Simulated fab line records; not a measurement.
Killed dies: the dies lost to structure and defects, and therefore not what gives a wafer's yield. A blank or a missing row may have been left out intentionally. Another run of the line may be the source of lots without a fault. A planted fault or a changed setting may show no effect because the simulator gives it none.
fab line records ; flow nandHarc
[record] lots = 9; wafers = 27; lastDay = 24
route steps=1159 shown A_STAIRCASE@583 END@1159
lots that met no fault: taken from a fault-free run of the same line
startH: the number of hours between the record's first day and the start of the first shown wafer of the lot ; waitH: hours since the lot's step before ; " as in the row above ; L1.1+2: one row covering several wafers at once ; - no value present, or no start provided ; * or withheld: withheld ; < > ~ a bound
route shown NAME@n: a module of which the file shows steps, and the number in the route of the first ; usual: average and standard deviation across the fault-free wafers ; same: alike in all rows ; chamber/n: place in a boat ; sites: the reading at each site ; _std_site: their standard deviation ; _edge_site: the outer-site mean with the inner-site mean subtracted ; radiusMm: how far each site lies from the wafer's centre ; mask NAME#n: copy n ; behind: the most recent tool/chamber to have shaped the wafer ; hold: what put the lot on hold/how long, in hours/how the hold closed ; device: the transistor (n, p or np) that didn't switch ; end of line: tests run on the same wafers once the route is complete ; a step with no rows: only its recipe ; killed: not the wafer's yield, but the dies lost to structure and defects at the first sort ; map: shows each die of a wafer: x if killed, . if not, _ if none is there
set.NAME: the setting the step ran with; set.NAME@STEP: the setting that earlier step ran with ; model.NAME: the simulator's own value behind a step, which no gauge read
steps of the route over a sample of lots; a table a step, a row a wafer
services: from which hour (startH, from the record's first day; less than 0 if before it) a tool's chamber was out of use, for how many hours, and why
[[steps]]
[step NHARC_A_STAIRCASE_TRIM_189]
[recipe] timeS = 211.2; o2FlowSccm = 500; arFlowSccm = 0; biasW = 0; chemistry = O2
[usual] drypumpMotorCurrentA = 5.6/0.47; mfcArSccm = 0.010/0.012; oesProductAu = 0.999/0.01; rfVppV = 57.9/0.86; runLengthS = 232.7/0.37; showerheadPlenumPTorr = 3.54/0.16; throttleValvePct = 17.037/0.0096
lot.wafer;tool;chamber;startH;waitH;drypumpMotorCurrentA;mfcArSccm;oesProductAu;rfHoursCounterH;rfVppV;runLengthS;showerheadPlenumPTorr;throttleValvePct
L548.4;rieDiel-10;0;250.36;-;5.3;0.008;1.001;24;56.8;232.2;3.54;17.022
L548.1;rieDiel-10;2;250.36;-;5.3;0.007;0.993;24;57.3;231.9;3.46;17.030
L548.6;rieDiel-10;3;250.36;-;6.2;0;1.006;-;58.2;232.3;3.31;17.033
L558.4;rieDiel-09;2;290.42;-;5.5;0;1.026;8;58.4;172.6;3.53;17.041
L558.2;rieDiel-09;3;290.42;-;5.7;0;1.013;10;57.6;232.5;3.33;17.020
L558.6;rieDiel-09;0;290.42;-;5.5;0.014;0.991;-;57.8;172.2;3.46;17.043
L559.4;rieDiel-09;3;321.58;-;5.7;0;1.018;22;57.9;172.1;3.32;17.036
L559.5;rieDiel-09;2;321.58;-;5.5;0;1.012;-;57.4;232.9;3.52;17.035
L559.6;rieDiel-09;3;321.58;-;5.7;0;1.006;-;59.0;172.2;3.32;17.039
L562.1;rieDiel-10;0;331.51;-;5.3;0.008;0.999;55;57.8;232.7;3.53;17.042
L562.5;rieDiel-10;0;331.51;-;5.4;0.008;1.006;-;58.0;232.2;3.53;17.030
L562.6;rieDiel-10;1;331.51;-;5.1;0.009;0.995;-;57.7;232.4;3.62;17.055
L565.1;rieDiel-11;3;336.87;-;5.5;0;1.005;45;58.5;232.7;3.61;17.034
L565.3;rieDiel-11;0;336.87;-;6.5;0.020;0.972;54;58.9;232.6;3.78;17.043
L565.2;rieDiel-11;1;336.87;-;5.9;0.006;0.988;50;58.3;232.9;3.34;17.029
L566.4;rieDiel-10;1;347.86;-;5.1;0.009;0.992;57;58.1;232.5;3.62;17.030
L566.3;rieDiel-10;0;347.86;-;5.3;0.008;1.006;62;58.4;232.4;3.52;17.027
L566.5;rieDiel-10;2;347.86;-;5.2;0.007;0.998;-;56.7;232.2;3.45;17.031
L567.3;rieDiel-11;0;352.88;-;6.6;0.020;0.986;59;57.9;232.4;3.77;17.039
L567.2;rieDiel-11;1;352.88;-;6.0;0.006;0.999;56;57.9;233.2;3.34;17.047
L567.5;rieDiel-11;1;352.88;-;5.9;0.006;1.000;-;57.3;233.3;3.34;17.037
L570.3;rieDiel-11;1;376.08;-;5.9;0.006;0.989;0;57.2;233.4;3.33;17.029
L570.5;rieDiel-11;2;376.08;-;5.9;0;0.992;-;56.4;231.9;3.77;17.037
L570.6;rieDiel-11;3;376.08;-;5.5;0;0.994;-;58.7;232.9;3.61;17.059
L571.4;rieDiel-11;3;383.89;-;5.5;0;1.000;4;58.0;233.3;3.60;17.038
L571.1;rieDiel-11;0;383.89;-;6.5;0.020;0.973;4;58.8;232.5;3.77;17.016
L571.2;rieDiel-11;1;383.89;-;6.0;0.006;0.986;3;60.0;233.1;3.33;17.043
[step NHARC_A_STAIRCASE_ETCH_194]
[recipe] targetDepthA = 1000; timeS = 40.5; ionEnergyEv = 400; c4f8FlowSccm = 20; o2FlowSccm = 10; arFlowSccm = withheld; rfW = 600; biasW = 1000; chemistry = C4F8/O2
[usual] oesProductAu = 0.941/0.011; rfVppV = 896/5.6
[same] timeS = 40.5
lot.wafer;tool;chamber;startH;waitH;oesProductAu;rfHoursCounterH;rfVppV
L548.4;rieDiel-10;0;-;-;0.942;24;897
L548.1;rieDiel-10;1;-;-;0.958;25;898
L548.6;rieDiel-10;3;-;-;0.937;-;889
L558.4;rieDiel-09;0;-;-;0.944;10;894
L558.2;rieDiel-09;2;-;-;0.959;8;897
L558.6;rieDiel-09;0;-;-;0.947;-;894
L559.4;rieDiel-09;1;-;-;0.947;20;901
L559.6;rieDiel-09;1;-;-;0.948;-;901
L559.5;rieDiel-09;2;-;-;0.955;-;895
L562.1;rieDiel-10;1;-;-;0.940;51;900
L562.6;rieDiel-10;1;-;-;0.948;-;900
L562.5;rieDiel-10;2;-;-;0.949;-;893
L565.2;rieDiel-11;1;-;-;0.934;50;889
L565.1;rieDiel-11;3;-;-;0.945;46;897
L565.3;rieDiel-11;0;-;-;0.918;55;906
L566.4;rieDiel-10;0;-;-;0.930;62;894
L566.3;rieDiel-10;1;-;-;0.960;57;899
L566.5;rieDiel-10;3;-;-;0.934;-;888
L567.2;rieDiel-11;0;-;-;0.934;59;905
L567.3;rieDiel-11;1;-;-;0.942;56;889
L567.5;rieDiel-11;2;-;-;0.929;-;905
L570.3;rieDiel-11;1;-;-;0.945;0;888
L570.6;rieDiel-11;0;-;-;0.945;-;905
L570.5;rieDiel-11;1;-;-;0.940;-;888
L571.4;rieDiel-11;3;-;-;0.936;4;900
L571.2;rieDiel-11;0;-;-;0.923;4;905
L571.1;rieDiel-11;2;-;-;0.939;4;904
[step NHARC_A_STAIRCASE_TRIM_196]
[recipe] timeS = 211.2; o2FlowSccm = 500; arFlowSccm = 0; biasW = 0; chemistry = O2
[usual] drypumpMotorCurrentA = 5.7/0.46; mfcArSccm = 0.007/0.0094; oesProductAu = 0.999/0.0097; rfVppV = 57.8/1; runLengthS = 232.6/0.38; showerheadPlenumPTorr = 3.57/0.17; throttleValvePct = 17.036/0.0098
[same] timeS = 211.2
lot.wafer;tool;chamber;startH;waitH;drypumpMotorCurrentA;mfcArSccm;oesProductAu;rfHoursCounterH;rfVppV;runLengthS;showerheadPlenumPTorr;throttleValvePct
L548.4;rieDiel-11;2;251.35;0.1;6.0;0;0.992;14;58.8;232.7;3.80;17.041
L548.1;rieDiel-11;3;251.35;0.1;5.5;0;0.995;12;58.2;233.0;3.63;17.031
L548.6;rieDiel-11;0;251.35;0.1;6.5;0.020;0.988;-;58.0;232.3;3.80;17.038
L558.4;rieDiel-10;1;291.30;0.1;5.1;0.009;1.006;41;59.4;232.5;3.63;17.043
L558.2;rieDiel-10;0;291.30;0.1;5.4;0.008;1.004;40;56.9;232.2;3.54;17.026
L558.6;rieDiel-10;2;291.30;0.1;5.3;0.007;1.003;-;59.0;232.7;3.46;17.053
L559.4;rieDiel-09;0;322.48;0.1;5.5;0.014;0.982;22;57.8;233.0;3.45;17.021
L559.6;rieDiel-09;2;322.48;0.1;5.5;0;1.011;-;57.3;232.9;3.52;17.036
L559.5;rieDiel-09;3;322.48;0.1;5.7;0;1.018;-;57.7;232.8;3.32;17.025
L562.1;rieDiel-10;3;332.37;0.1;6.2;0;1.015;55;55.6;232.1;3.29;17.053
L562.5;rieDiel-10;0;332.37;0.1;5.4;0.008;0.995;-;57.8;232.6;3.53;17.038
L562.6;rieDiel-10;1;332.37;0.1;5.1;0.009;0.992;-;58.0;232.8;3.62;17.027
L565.1;rieDiel-11;2;337.76;0.1;5.9;0;0.987;44;59.0;232.1;3.78;17.055
L565.2;rieDiel-11;0;337.76;0.1;6.5;0.020;0.983;55;58.8;232.4;3.78;17.040
L565.3;rieDiel-11;1;337.76;0.1;6.0;0.006;0.996;51;58.4;232.9;3.34;17.038
L566.3;rieDiel-10;3;348.66;0.1;6.2;0;0.995;62;56.8;232.0;3.29;17.036
L566.4;rieDiel-10;2;348.66;0.1;5.3;0.007;1.014;59;57.2;232.2;3.45;17.035
L566.5;rieDiel-10;3;348.66;0.1;6.2;0;0.987;-;57.6;232.1;3.29;17.018
L567.3;rieDiel-11;2;353.70;0.1;5.9;0;0.985;50;59.3;231.9;3.78;17.042
L567.2;rieDiel-11;0;353.70;0.1;6.5;0.020;0.991;59;57.4;232.7;3.77;17.031
L567.5;rieDiel-11;3;353.70;0.1;5.5;0;1.011;-;57.9;232.5;3.61;17.042
L570.3;rieDiel-10;1;376.89;0.1;5.1;0.009;1.013;4;57.3;233.2;3.61;17.052
L570.5;rieDiel-10;3;376.89;0.1;6.2;0;0.998;-;59.6;232.4;3.81;17.032
L570.6;rieDiel-10;0;376.89;0.1;5.4;0.008;1.013;-;57.3;232.5;3.52;17.052
L571.1;rieDiel-09;1;384.67;0.1;4.7;0.040;1.003;46;57.6;233.1;3.65;17.019
L571.2;rieDiel-09;0;384.67;0.1;5.5;0.014;1.006;46;59.2;232.6;3.44;17.035
L571.4;rieDiel-09;2;384.67;0.1;5.5;0;1.011;-;56.9;233.2;3.51;17.042
[step NHARC_A_STAIRCASE_TRIM_198]
[recipe] timeS = 211.2; o2FlowSccm = 500; arFlowSccm = 0; biasW = 0; chemistry = O2
[usual] drypumpMotorCurrentA = 5.7/0.46; mfcArSccm = 0.007/0.0097; oesProductAu = 0.999/0.011; rfVppV = 57.8/0.9; runLengthS = 232.6/0.38; showerheadPlenumPTorr = 3.56/0.17; throttleValvePct = 17.038/0.0087
[same] timeS = 211.2
lot.wafer;tool;chamber;startH;waitH;drypumpMotorCurrentA;mfcArSccm;oesProductAu;rfHoursCounterH;rfVppV;runLengthS;showerheadPlenumPTorr;throttleValvePct
L548.1;rieDiel-11;2;-;-;5.9;0;1.000;14;58.7;232.0;3.80;17.043
L548.4;rieDiel-11;3;-;-;5.5;0;1.003;13;58.2;232.7;3.63;17.038
L548.6;rieDiel-11;2;-;-;5.9;0;1.001;-;57.7;232.2;3.80;17.038
L558.4;rieDiel-10;1;-;-;5.1;0.009;1.013;41;58.0;232.5;3.63;17.035
L558.2;rieDiel-10;3;-;-;6.1;0;1.005;39;55.8;232.2;3.30;17.038
L558.6;rieDiel-10;1;-;-;5.1;0.009;1.015;-;57.2;232.6;3.63;17.034
L559.4;rieDiel-09;2;-;-;5.5;0;1.015;20;57.9;232.8;3.52;17.043
L559.6;rieDiel-09;2;-;-;5.5;0;1.012;-;57.6;233.6;3.52;17.040
L559.5;rieDiel-09;3;-;-;5.7;0;1.030;-;56.7;232.4;3.32;17.054
L562.1;rieDiel-10;0;-;-;5.3;0.008;1.006;55;58.6;232.3;3.53;17.038
L562.6;rieDiel-10;3;-;-;6.2;0;0.998;-;57.4;232.1;3.29;17.022
L562.5;rieDiel-10;1;-;-;5.1;0.009;0.995;-;57.2;232.8;3.62;17.037
L565.3;rieDiel-11;1;-;-;6.0;0.006;1.002;51;57.1;232.9;3.34;17.028
L565.1;rieDiel-11;2;-;-;5.9;0;0.979;44;59.8;231.9;3.78;17.047
L565.2;rieDiel-11;3;-;-;5.5;0;1.002;46;58.7;233.2;3.61;17.041
L566.4;rieDiel-10;0;-;-;5.4;0.008;1.002;62;57.1;232.6;3.52;17.034
L566.3;rieDiel-10;1;-;-;5.1;0.009;1.003;57;59.2;232.5;3.62;17.027
L566.5;rieDiel-10;3;-;-;6.2;0;0.995;-;57.0;233.0;3.29;17.034
L567.2;rieDiel-11;0;-;-;6.5;0.020;0.994;59;58.8;232.3;3.77;17.048
L567.3;rieDiel-11;3;-;-;5.5;0;1.001;50;58.5;232.6;3.61;17.046
L567.5;rieDiel-11;1;-;-;5.9;0.006;0.988;-;57.1;232.9;3.34;17.027
L570.3;rieDiel-10;1;-;-;5.1;0.009;1.020;4;56.7;232.5;3.61;17.031
L570.6;rieDiel-10;3;-;-;6.2;0;1.002;-;57.9;232.5;3.81;17.038
L570.5;rieDiel-10;0;-;-;5.3;0.008;1.018;-;57.9;232.8;3.52;17.024
L571.2;rieDiel-09;1;-;-;4.7;0.040;1.005;46;56.7;232.9;3.65;17.037
L571.1;rieDiel-09;0;-;-;5.4;0.014;0.998;47;56.3;232.7;3.44;17.038
L571.4;rieDiel-09;0;-;-;5.4;0.014;0.995;-;57.2;232.7;3.44;17.047
[step NHARC_END_SORT_01]
[recipe] tempC = 25
[usual] killedAtArray = 29/11; killedAtOther = 0.7/1.1; killedAtPeriphery = 2.9/2.2; killedDies = 33/11; killedOpen = 3.1/1.8; killedShort = 1.9/1.4
[same] grossDies = 677
lot.wafer;tool;chamber;startH;waitH;killedAtArray;killedAtOther;killedAtPeriphery;killedDies;killedOpen;killedShort
L548.1;prober-02;0;448.54;2.5;32;2;1;35;4;3
L548.4;prober-02;0;450.98;3.4;35;0;2;37;2;1
L548.6;prober-02;0;452.61;4.1;29;1;5;35;7;2
L558.2;prober-01;0;497.66;2.8;34;2;0;36;3;0
L558.4;prober-01;0;499.26;3.4;24;1;2;27;3;4
L558.6;prober-01;0;500.86;4.0;29;2;3;34;5;2
L562.1;prober-02;0;517.37;2.5;15;0;1;16;1;0
L562.5;prober-02;0;520.50;3.6;12;4;4;20;3;1
L562.6;prober-02;0;521.28;3.9;15;0;2;17;1;0
L565.1;prober-02;0;534.15;2.5;20;2;3;25;1;5
L565.2;prober-02;0;534.96;2.8;25;1;2;28;3;1
L565.3;prober-02;0;535.77;3.1;15;1;0;16;2;4
// killed by level:class
L548.1 A_SLIT:chamberFilmFlake=14 A_CHANNEL_HOLE_D1:chamberFilmFlake=12 P_M0:geometricParticle:open=1 A_CHANNEL_HOLE_D1:geometricParticle:short=1 A_CHANNEL_FILL_D1:geometricParticle:short=1 A_CONTACT:geometricParticle:open=1 A_M0:geometricParticle:open=1 STARTING-WAFER:geometricParticle:open=1
L548.4 A_SLIT:chamberFilmFlake=12 A_CHANNEL_HOLE_D1:chamberFilmFlake=11 A_STAIRCASE:chamberFilmFlake=4 A_CONTACT:chamberFilmFlake=3 A_SGD_CUT:chamberFilmFlake=2 A_CHANNEL_FILL_D1:geometricParticle:short=1 A_SLIT:geometricParticle:open=1 A_CONTACT:geometricParticle:open=1
L548.6 A_CHANNEL_HOLE_D1:chamberFilmFlake=10 A_SLIT:chamberFilmFlake=9 P_M0:geometricParticle:open=3 A_STAIRCASE:chamberFilmFlake=3 A_CONTACT:chamberFilmFlake=2 P_GATE:geometricParticle:open=1 P_CONTACT:geometricParticle:open=1 A_CHANNEL_HOLE_D1:geometricParticle:open=1
L558.2 A_SLIT:chamberFilmFlake=18 A_CHANNEL_HOLE_D1:chamberFilmFlake=8 A_CONTACT:chamberFilmFlake=4 A_STAIRCASE:chamberFilmFlake=2 A_CONTACT:geometricParticle:open=1 A_M0:geometricParticle:open=1 STARTING-WAFER:geometricParticle:open=1 HYBRID_BOND:chamberFilmFlake=1
L558.4 A_SLIT:chamberFilmFlake=11 A_CHANNEL_HOLE_D1:chamberFilmFlake=3 A_CONTACT:geometricParticle:short=2 A_CONTACT:chamberFilmFlake=2 P_GATE:geometricParticle:open=1 A_ONON_D1:geometricParticle:open=1 A_CHANNEL_FILL_D1:geometricParticle:short=1 A_WL_FILL:geometricParticle:short=1
L558.6 A_SLIT:chamberFilmFlake=13 A_CHANNEL_HOLE_D1:chamberFilmFlake=5 A_STAIRCASE:chamberFilmFlake=5 A_CONTACT:chamberFilmFlake=2 P_M0:geometricParticle:open=1 P_M0:geometricParticle:short=1 A_ONON_D1:geometricParticle:open=1 A_ONON_D1:geometricParticle:short=1
L562.1 A_STAIRCASE:chamberFilmFlake=6 A_CHANNEL_HOLE_D1:chamberFilmFlake=3 A_CHANNEL_FILL_D1:chamberFilmFlake=3 A_ONON_D1:geometricParticle:open=1 P_STI:chamberFilmFlake=1 A_WL_FILL:chamberFilmFlake=1 A_CONTACT:chamberFilmFlake=1
L562.5 A_CHANNEL_HOLE_D1:chamberFilmFlake=7 A_STAIRCASE:chamberFilmFlake=3 P_STI:chamberFilmFlake=2 THIN_TSV:chamberFilmFlake=2 P_CONTACT:geometricParticle:open=1 P_M0:geometricParticle:open=1 A_ONON_D1:geometricParticle:open=1 STARTING-WAFER:geometricParticle:short=1
L562.6 A_STAIRCASE:chamberFilmFlake=9 A_CHANNEL_HOLE_D1:chamberFilmFlake=3 A_CONTACT:geometricParticle:open=1 P_ZERO_WELL:chamberFilmFlake=1 P_STI:chamberFilmFlake=1 A_CHANNEL_FILL_D1:chamberFilmFlake=1 A_SLIT:chamberFilmFlake=1
L565.1 A_STAIRCASE:chamberFilmFlake=6 A_CHANNEL_HOLE_D1:chamberFilmFlake=5 P_STI:chamberFilmFlake=3 A_ONON_D1:geometricParticle:short=2 A_CONTACT:chamberFilmFlake=2 A_SLIT:chamberFilmFlake=2 A_ONON_D1:geometricParticle:open=1 A_CHANNEL_FILL_D1:geometricParticle:short=1
L565.2 A_CHANNEL_HOLE_D1:chamberFilmFlake=9 A_STAIRCASE:chamberFilmFlake=4 A_SLIT:chamberFilmFlake=4 A_CONTACT:chamberFilmFlake=4 P_STI:chamberFilmFlake=2 A_SOURCE_PLATE:geometricParticle:open=1 A_ONON_D1:geometricParticle:open=1 A_BLC:geometricParticle:open=1
L565.3 A_CHANNEL_HOLE_D1:chamberFilmFlake=8 A_ONON_D1:geometricParticle:short=2 A_ONON_D1:geometricParticle:open=1 A_CONTACT:geometricParticle:open=1 A_M0:geometricParticle:short=1 STARTING-WAFER:geometricParticle:short=1 A_STAIRCASE:chamberFilmFlake=1 A_CONTACT:chamberFilmFlake=1
[[services]]
tool;chamber;startH;hours;kind
rieDiel-10;0;234.65;-;clean
rieDiel-10;1;234.65;-;clean
rieDiel-10;2;234.65;-;clean
rieDiel-10;3;234.65;-;clean
rieDiel-11;0;248.03;-;clean
rieDiel-11;1;248.03;-;clean
rieDiel-11;2;248.03;-;clean
rieDiel-11;3;248.03;-;clean
rieDiel-09;-;254.16;9.0;pm
rieDiel-10;0;259.43;-;clean
rieDiel-10;1;259.43;-;clean
rieDiel-10;2;259.43;-;clean
rieDiel-10;3;259.43;-;clean
rieDiel-10;2;262.69;2.8;repair
rieDiel-11;0;272.64;-;clean
rieDiel-11;1;272.64;-;clean
rieDiel-11;2;272.64;-;clean
rieDiel-11;3;272.64;-;clean
rieDiel-10;0;284.04;-;clean
rieDiel-11;1;303.45;4.2;repair
rieDiel-10;1;321.61;9.0;repair
rieDiel-10;2;332.57;1.5;repair
rieDiel-09;3;361.78;33.2;repair
rieDiel-11;-;366.57;9.0;pm
[[key]]
[firstSign] step = NHARC_A_STAIRCASE_TRIM_189; reading = runLengthS; direction = down; sigmas = 99+; usual = *; struck = *
effect none on later readings
metAt NHARC_A_STAIRCASE_TRIM_189
struckLots L558,L559
struckWafers L558.4,L558.6,L559.4,L559.6
testerLeftOut L558,L559
notActingAt NHARC_A_STAIRCASE_ETCH_194,NHARC_A_STAIRCASE_TRIM_196,NHARC_A_STAIRCASE_TRIM_198
[fault] kind = processParameterDrift; tool = rieDiel-09; chamber = -; onsetH = 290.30; steps = NHARC_A_STAIRCASE_TRIM_189; channel = timeS; offset = *; shape = step; endH = 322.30; scope = struckWafersOnly; actsIn = *; stated = *
// testerLeftOut: of these lots the tester's yield and bins aren't shown, on N5 and GAA mostly nor the transistor test; their killed dies are dies lost to structure and defects alone, not to doping, threshold or leakage, so they don't give the yield
